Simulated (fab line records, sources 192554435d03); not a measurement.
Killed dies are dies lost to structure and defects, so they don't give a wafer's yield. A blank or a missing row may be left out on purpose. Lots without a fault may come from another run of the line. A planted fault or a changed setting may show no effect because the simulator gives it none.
Chamber matching | flow n5_finfet | N5_FIN_CUT_DESCUM_13 on rie_diel-03: 4 sister chambers
The step chemistry O2, time 7 s. 8 wafers are shown with their chamber, then 8 later ones without.

WAFERS WITH THEIR CHAMBER
wafer  | chamber | showerhead_plenum_p_Torr (Torr) | drypump_motor_current_A (A)
L083.4 | 0       | 2.19                            | 6.0
L084.2 | 2       | 2.06                            | 5.3
L085.4 | 3       | 1.99                            | 6.4
L085.5 | 1       | 2.23                            | 5.0
L088.1 | 3       | 1.99                            | 6.5
L088.5 | 2       | 2.06                            | 5.3
L088.6 | 1       | 2.23                            | 5.0
L092.1 | 0       | 2.18                            | 5.9

WAFERS WITHOUT THEIR CHAMBER
wafer  | showerhead_plenum_p_Torr (Torr) | drypump_motor_current_A (A)
L092.2 | 2.23                            | 5.0
L092.4 | 1.99                            | 6.4
L093.2 | 2.18                            | 5.9
L093.3 | 2.23                            | 5.0
L093.4 | 1.99                            | 6.5
L095.2 | 2.06                            | 5.2
L095.5 | 2.18                            | 6.0
L095.6 | 1.98                            | 6.5

WHICH CHAMBER EACH WENT THROUGH
wafer  | from the rows above | in truth
L092.2 | 1                   | 1
L092.4 | 3                   | 3
L093.2 | 0                   | 0
L093.3 | 1                   | 1
L093.4 | 3                   | 3
L095.2 | 2                   | 2
L095.5 | 0                   | 0
L095.6 | 3                   | 3
Placed correctly: 8 of 8. Can't be placed from these rows: 0. Placed wrongly: 0.
How it was worked out, from the rows above alone: a wafer's distance from a chamber is the root of the sum, over the readings, of the square of ((its reading less the chamber's mean) divided by the reading's scatter). The wafer belongs to the nearest chamber; if the next one is less than 2 further off, it can't be placed. A chamber's mean is the mean of its shown wafers. The scatter: the root of (the sum of the squares of (reading less its chamber's mean) over the shown wafers, divided by (wafers less chambers)).
